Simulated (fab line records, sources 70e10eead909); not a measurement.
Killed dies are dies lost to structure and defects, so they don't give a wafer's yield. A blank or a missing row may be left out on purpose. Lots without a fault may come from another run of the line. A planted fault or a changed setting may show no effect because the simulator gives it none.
Which tool did it? | flow nand_harc | 12 lots, 36 wafers sampled, at 5 steps of a route of 1302

WHAT THE GAUGES READ, wafer by wafer
NHARC_P_GATE_CD_MEAS_59: target cd 720 nm. Usual: cd_nm 721.3 nm, standard deviation 2.4.
lot  | measured     | on        | cd_nm (nm)        | flag
L980 | day 5 10:57  | cd_sem-03 | 722.1 718.9 719.1 |
L984 | day 7 06:24  | cd_sem-01 | 720.8 719.9 717.6 |
L992 | day 10 13:41 | cd_sem-02 | 721.3 720.9 720.2 |
L993 | day 11 18:58 | cd_sem-02 | 720.1 725.6 722.8 |
L994 | day 11 19:20 | cd_sem-03 | 723.5 720.8 721.5 |
L996 | day 12 05:27 | cd_sem-03 | 723.3 720.5 716.4 |
L995 | day 12 06:03 | cd_sem-03 | 721.8 720.5 723.2 |
L997 | day 12 13:31 | cd_sem-01 | 718.6 721.6 717.0 |
L999 | day 13 14:37 | cd_sem-02 | 721.9 721.6 721.2 |
L100 | day 13 23:51 | cd_sem-02 | 725.5 722.3 722.4 |
L102 | day 14 20:41 | cd_sem-03 | 721.9 723.5 721.5 |
L101 | day 14 20:52 | cd_sem-03 | 718.9 719.9 720.4 |

NHARC_P_CONTACT_OVL_MEAS_13. Usual: overlay_x_nm 0.0 nm, standard deviation 0.81; overlay_y_nm 0.1 nm, standard deviation 0.92.
lot  | measured     | on         | overlay_x_nm (nm) | overlay_y_nm (nm) | flag
L980 | day 5 17:46  | overlay-01 | -0.3 -0.2 -0.1    | -0.4 -1.1 -0.9    |
L984 | day 7 12:47  | overlay-01 | -0.3 -0.3 -0.2    | 0.7 1.3 1.0       |
L992 | day 10 21:16 | overlay-02 | 0.2 0.7 0.7       | 0.8 1.0 1.2       |
L993 | day 12 01:28 | overlay-01 | 1.1 1.7 1.1       | -0.4 -0.4 0.2     |
L994 | day 12 01:49 | overlay-02 | -0.9 -0.3 -0.6    | 0.4 0.1 0.9       |
L996 | day 12 11:55 | overlay-02 | 1.2 0.1 0.3       | 0.5 0.7 0.3       |
L995 | day 12 12:42 | overlay-02 | 0.9 0.7 1.6       | 1.3 0.9 0.8       |
L997 | day 12 19:59 | overlay-02 | -0.4 0.0 -0.8     | 1.1 0.1 0.8       |
L999 | day 13 21:07 | overlay-02 | 0.5 0.6 0.2       | 0.0 0.0 0.8       |
L100 | day 14 06:37 | overlay-01 | -2.0 -1.9 -1.3    | -0.5 -0.2 -0.5    |
L102 | day 15 03:40 | overlay-02 | -1.5 -0.7 -1.0    | 0.1 -0.6 -0.2     |
L101 | day 15 03:56 | overlay-02 | -1.2 -0.8 -1.6    | 0.4 0.3 -0.4      |

NHARC_END_SORT_01. Usual: killed_at_array 56, standard deviation 17; killed_at_other 0.9, standard deviation 1.2; killed_at_periphery 3.9, standard deviation 2.5; killed_dies 61, standard deviation 17; killed_open 3.2, standard deviation 1.8; killed_short 2.7, standard deviation 1.7.
lot  | measured     | on        | killed_at_array | killed_at_other | killed_at_periphery | killed_dies | killed_open | killed_short | flag
L992 | day 29 14:43 | prober-02 | 48 59 60        | 0 0 1           | 629 618 616         | 677 677 677 | 0 3 7       | 1 1 0        | OFF
L993 | day 30 14:36 | prober-02 | 65 28 37        | 1 1 1           | 611 648 639         | 677 677 677 | 4 4 3       | 5 1 4        | OFF
L994 | day 31 21:36 | prober-01 | 79 57 86        | 1 1 0           | 597 619 591         | 677 677 677 | 1 4 7       | 3 1 3        | OFF

WHICH TOOL RAN EACH LOT (tool, then ch and the chambers of the sampled wafers, then the start)
lot  | NHARC_P_CONTACT_ETCH_35            | NHARC_P_CONTACT_STRIP_28
L980 | rie_diel-12 ch 1,2, day 5 17:57    | rie_diel-13 ch 1,2,3, day 5 18:50
L984 | rie_diel-06 ch 0,1,3, day 7 12:59  | rie_diel-13 ch 0,1,3, day 7 13:52
L992 | rie_diel-13 ch 0,1,2, day 10 21:28 | rie_diel-06 ch 0,1,2, day 10 22:21
L993 | rie_diel-12 ch 1,2, day 12 01:39   | rie_diel-12 ch 0,2, day 12 02:31
L994 | rie_diel-06 ch 0,1,3, day 12 02:01 | rie_diel-12 ch 1,2, day 12 02:52
L996 | rie_diel-06 ch 0,2,3, day 12 12:07 | rie_diel-06 ch 1,2,3, day 12 13:01
L995 | rie_diel-13 ch 0,1,2, day 12 12:53 | rie_diel-12 ch 1,2,3, day 12 13:46
L997 | rie_diel-13 ch 1,2,3, day 12 20:11 | rie_diel-12 ch 1,3, day 12 21:02
L999 | rie_diel-12 ch 1,2,3, day 13 21:19 | rie_diel-13 ch 0,1,2, day 13 22:12
L100 | rie_diel-13 ch 1,2,3, day 14 06:49 | rie_diel-06 ch 0,2,3, day 14 07:40
L102 | rie_diel-12 ch 1,3, day 15 03:52   | rie_diel-12 ch 1,2,3, day 15 04:44
L101 | rie_diel-06 ch 1,3, day 15 04:08   | rie_diel-13 ch 0,2,3, day 15 05:22
- NHARC_P_CONTACT_ETCH_35: etches the open film in CF4, target depth 39 nm, time 65 s.
- NHARC_P_CONTACT_STRIP_28: strips in O2.

WHAT THE TOOLS THEMSELVES READ (means of the sampled wafers that have a number; where no wafer has one, the mark that the record gives instead)
NHARC_P_CONTACT_ETCH_35. Usual: bias_w 100.01 W, standard deviation 0.28; cf4_flow_sccm 150.1 sccm, standard deviation 0.44; drypump_motor_current_A 5.6 A, standard deviation 0.35; oes_product_au 1.002 a.u., standard deviation 0.011; rf_vpp_V 151.3 V, standard deviation 1.2; showerhead_plenum_p_Torr 1.78 Torr, standard deviation 0.065; throttle_valve_pct 13.283 %, standard deviation 0.01.
lot  | tool        | bias_w (W) | cf4_flow_sccm (sccm) | drypump_motor_current_A (A) | oes_product_au (a.u.) | rf_vpp_V (V) | showerhead_plenum_p_Torr (Torr) | throttle_valve_pct (%) | flag
L980 | rie_diel-12 | 99.87      | 150.1                | 5.6                         | 1.006                 | 150.1        | 1.70                            | 13.277                 |
L984 | rie_diel-06 | 99.97      | 150.2                | 5.5                         | 1.000                 | 152.3        | 1.82                            | 13.279                 |
L992 | rie_diel-13 | -          | -                    | -                           | -                     | -            | -                               | -                      | OFF
L993 | rie_diel-12 | -          | -                    | -                           | -                     | -            | -                               | -                      | OFF
L994 | rie_diel-06 | -          | -                    | -                           | -                     | -            | -                               | -                      | OFF
L996 | rie_diel-06 | 99.91      | 150.5                | 5.5                         | 0.996                 | 152.4        | 1.84                            | 13.283                 |
L995 | rie_diel-13 | 99.80      | 150.1                | 5.2                         | 1.011                 | 151.2        | 1.77                            | 13.284                 |
L997 | rie_diel-13 | 99.87      | 150.0                | 5.6                         | 1.001                 | 151.3        | 1.78                            | 13.272                 |
L999 | rie_diel-12 | 100.08     | 150.3                | 5.6                         | 0.996                 | 150.0        | 1.71                            | 13.276                 |
L100 | rie_diel-13 | 100.10     | 149.9                | 5.6                         | 1.000                 | 151.9        | 1.78                            | 13.285                 |
L102 | rie_diel-12 | 100.10     | 150.0                | 5.8                         | 1.005                 | 151.0        | 1.71                            | 13.286                 |
L101 | rie_diel-06 | 99.95      | 149.6                | 5.8                         | 0.990                 | 151.6        | 1.81                            | 13.296                 |

NHARC_P_CONTACT_STRIP_28. Usual: drypump_motor_current_A 5.6 A, standard deviation 0.32; o2_flow_sccm 499.9 sccm, standard deviation 1.5; oes_product_au 1.001 a.u., standard deviation 0.012; rf_vpp_V 57.9 V, standard deviation 0.88; showerhead_plenum_p_Torr 3.53 Torr, standard deviation 0.13; throttle_valve_pct 17.036 %, standard deviation 0.0098.
lot  | tool        | drypump_motor_current_A (A) | o2_flow_sccm (sccm) | oes_product_au (a.u.) | rf_vpp_V (V) | showerhead_plenum_p_Torr (Torr) | throttle_valve_pct (%) | flag
L980 | rie_diel-13 | 5.6                         | 499.6               | 1.001                 | 57.9         | 3.56                            | 17.042                 |
L984 | rie_diel-13 | 5.3                         | 499.0               | 1.006                 | 57.6         | 3.63                            | 17.028                 |
L992 | rie_diel-06 | 5.5                         | 499.8               | 1.008                 | 58.5         | 3.63                            | 17.034                 |
L993 | rie_diel-12 | 5.7                         | 499.5               | 0.992                 | 58.8         | 3.54                            | 17.036                 |
L994 | rie_diel-12 | 5.6                         | 502.1               | 1.013                 | 57.5         | 3.36                            | 17.040                 |
L996 | rie_diel-06 | 5.7                         | 500.8               | 1.000                 | 58.4         | 3.62                            | 17.043                 |
L995 | rie_diel-12 | 5.7                         | 500.4               | 0.993                 | 57.5         | 3.41                            | 17.038                 |
L997 | rie_diel-12 | 5.8                         | 499.9               | 0.994                 | 57.6         | 3.42                            | 17.037                 |
L999 | rie_diel-13 | 5.2                         | 501.9               | 1.005                 | 58.1         | 3.54                            | 17.037                 |
L100 | rie_diel-06 | 5.5                         | 500.6               | 0.994                 | 57.5         | 3.66                            | 17.037                 |
L102 | rie_diel-12 | 5.7                         | 500.9               | 0.995                 | 57.6         | 3.40                            | 17.032                 |
L101 | rie_diel-13 | 5.6                         | 499.2               | 0.995                 | 57.9         | 3.49                            | 17.033                 |

THE ANSWER, worked out from the rows above alone
Rule: a lot is off if the mean of its wafers that have a number lies more than 3 standard deviations from the usual mean. A lot without any number at a reading at which 4 lots or more have one is off too. The other lots that the step has rows for count as sound. The gauges are gone through in route order, then the tools' own readings, and for those a lot's mean is taken as printed above. The first step at which some lot is off is used, and at that step the reading that is off furthest; a lot without a number counts as furthest.
Off: L992, L993, L994, at NHARC_END_SORT_01 (killed_at_periphery). Neither off nor sound, because the step has no rows for them: L980, L984, L996, L995, L997, L999, L100, L102, L101.
A tool fits if, at a process step before that reading, it ran every lot that is off, and no sound lot after the first of them. The gauges at NHARC_END_SORT_01 aren't tried: what is off there is off at NHARC_P_CONTACT_ETCH_35 too, on other tools, and a gauge's error can't cause that. None of those tried fits.

WHAT THE SIMULATOR HAD PUT IN
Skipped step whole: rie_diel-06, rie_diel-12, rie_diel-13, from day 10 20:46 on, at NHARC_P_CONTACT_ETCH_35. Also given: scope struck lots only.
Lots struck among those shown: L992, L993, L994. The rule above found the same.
